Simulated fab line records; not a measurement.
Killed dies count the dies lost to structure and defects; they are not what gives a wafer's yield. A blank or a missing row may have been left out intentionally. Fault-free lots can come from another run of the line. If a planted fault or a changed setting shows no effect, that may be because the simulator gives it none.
Matching of chambers / flow n5 finfet / 4 sister chambers for N5_ILD0_ALD_15 on ald sin-01
The step deposits SiNx, target thk 24 nm, pulse time 1 s, ald cycles 480. 27 wafers are shown with their chamber, then 12 later ones without.

## WAFERS PAIRED WITH THEIR CHAMBERS
wafer=L077.4; chamber=3; heater power w (W)=950; precursor pulse height rel=1.013
wafer=L077.5; chamber=0; heater power w (W)=908; precursor pulse height rel=0.977
wafer=L077.6; chamber=1; heater power w (W)=957; precursor pulse height rel=0.969
wafer=L078.1; chamber=3; heater power w (W)=903; precursor pulse height rel=1.025
wafer=L078.3; chamber=0; heater power w (W)=896; precursor pulse height rel=0.993
wafer=L078.4; chamber=1; heater power w (W)=947; precursor pulse height rel=0.944
wafer=L080.2; chamber=0; heater power w (W)=912; precursor pulse height rel=0.998
wafer=L080.3; chamber=2; heater power w (W)=874; precursor pulse height rel=1.021
wafer=L080.6; chamber=1; heater power w (W)=935; precursor pulse height rel=0.980
wafer=L082.2; chamber=2; heater power w (W)=889; precursor pulse height rel=1.007
wafer=L082.4; chamber=3; heater power w (W)=910; precursor pulse height rel=1.049
wafer=L082.5; chamber=1; heater power w (W)=932; precursor pulse height rel=0.967
wafer=L085.1; chamber=3; heater power w (W)=962; precursor pulse height rel=1.012
wafer=L085.2; chamber=2; heater power w (W)=915; precursor pulse height rel=0.997
wafer=L085.3; chamber=1; heater power w (W)=945; precursor pulse height rel=0.973
wafer=L087.2; chamber=3; heater power w (W)=922; precursor pulse height rel=0.989
wafer=L087.4; chamber=1; heater power w (W)=912; precursor pulse height rel=0.984
wafer=L087.5; chamber=2; heater power w (W)=904; precursor pulse height rel=1.001
wafer=L089.3; chamber=0; heater power w (W)=918; precursor pulse height rel=1.008
wafer=L089.4; chamber=1; heater power w (W)=933; precursor pulse height rel=1.003
wafer=L089.5; chamber=3; heater power w (W)=932; precursor pulse height rel=1.061
wafer=L090.2; chamber=1; heater power w (W)=972; precursor pulse height rel=1.000
wafer=L090.3; chamber=2; heater power w (W)=911; precursor pulse height rel=1.008
wafer=L090.4; chamber=3; heater power w (W)=922; precursor pulse height rel=0.998
wafer=L091.1; chamber=1; heater power w (W)=953; precursor pulse height rel=0.999
wafer=L091.3; chamber=3; heater power w (W)=914; precursor pulse height rel=1.043
wafer=L091.6; chamber=1; heater power w (W)=943; precursor pulse height rel=0.979

SIGNATURES, as means of the wafers listed above
reading=heater power w; chamber 0=908.50; chamber 1=942.90; chamber 2=898.60; chamber 3=926.88; scatter within a chamber=17
reading=precursor pulse height rel; chamber 0=0.99400; chamber 1=0.97980; chamber 2=1.00680; chamber 3=1.02375; scatter within a chamber=0.019
Rule: a wafer's distance from a chamber is the root of the sum, over the readings, of the square of ((its reading less the chamber's mean) divided by the reading's scatter). The wafer belongs to the nearest chamber; if the next one is less than 2 further off, it can't be placed. How the scatter is found: for the shown wafers, subtract from each reading the mean of its chamber, square and add these, divide the total by (wafers less chambers), then take the root.

## WAFERS MISSING THEIR CHAMBER
wafer=L093.1; heater power w (W)=933; precursor pulse height rel=0.959
wafer=L093.3; heater power w (W)=938; precursor pulse height rel=1.022
wafer=L093.6; heater power w (W)=916; precursor pulse height rel=1.000
wafer=L094.1; heater power w (W)=904; precursor pulse height rel=1.007
wafer=L094.2; heater power w (W)=907; precursor pulse height rel=0.970
wafer=L094.3; heater power w (W)=934; precursor pulse height rel=1.012
wafer=L095.2; heater power w (W)=926; precursor pulse height rel=0.984
wafer=L095.3; heater power w (W)=960; precursor pulse height rel=1.030
wafer=L095.6; heater power w (W)=934; precursor pulse height rel=0.978
wafer=L097.1; heater power w (W)=945; precursor pulse height rel=0.988
wafer=L097.3; heater power w (W)=953; precursor pulse height rel=0.992
wafer=L097.6; heater power w (W)=906; precursor pulse height rel=0.993

## CHAMBER TAKEN BY EACH
wafer=L093.1; from the rows above=can't be placed: 1 or 0 or 2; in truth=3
wafer=L093.3; from the rows above=can't be placed: 3 or 1 or 0 or 2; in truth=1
wafer=L093.6; from the rows above=can't be placed: 0 or 2 or 3 or 1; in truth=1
wafer=L094.1; from the rows above=can't be placed: 2 or 0 or 3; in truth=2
wafer=L094.2; from the rows above=can't be placed: 0 or 2 or 1 or 3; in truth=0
wafer=L094.3; from the rows above=can't be placed: 3 or 0 or 1 or 2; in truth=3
wafer=L095.2; from the rows above=can't be placed: 1 or 0 or 2 or 3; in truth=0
wafer=L095.3; from the rows above=can't be placed: 3 or 1 or 0 or 2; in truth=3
wafer=L095.6; from the rows above=can't be placed: 1 or 0 or 3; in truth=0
wafer=L097.1; from the rows above=can't be placed: 1 or 3 or 0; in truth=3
wafer=L097.3; from the rows above=can't be placed: 1 or 3 or 0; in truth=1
wafer=L097.6; from the rows above=can't be placed: 0 or 2 or 3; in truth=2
Placed correctly: 0 of 12. Can't be placed from these rows: 12 (the true chamber is among the candidates in 11). Wrongly placed: 0.
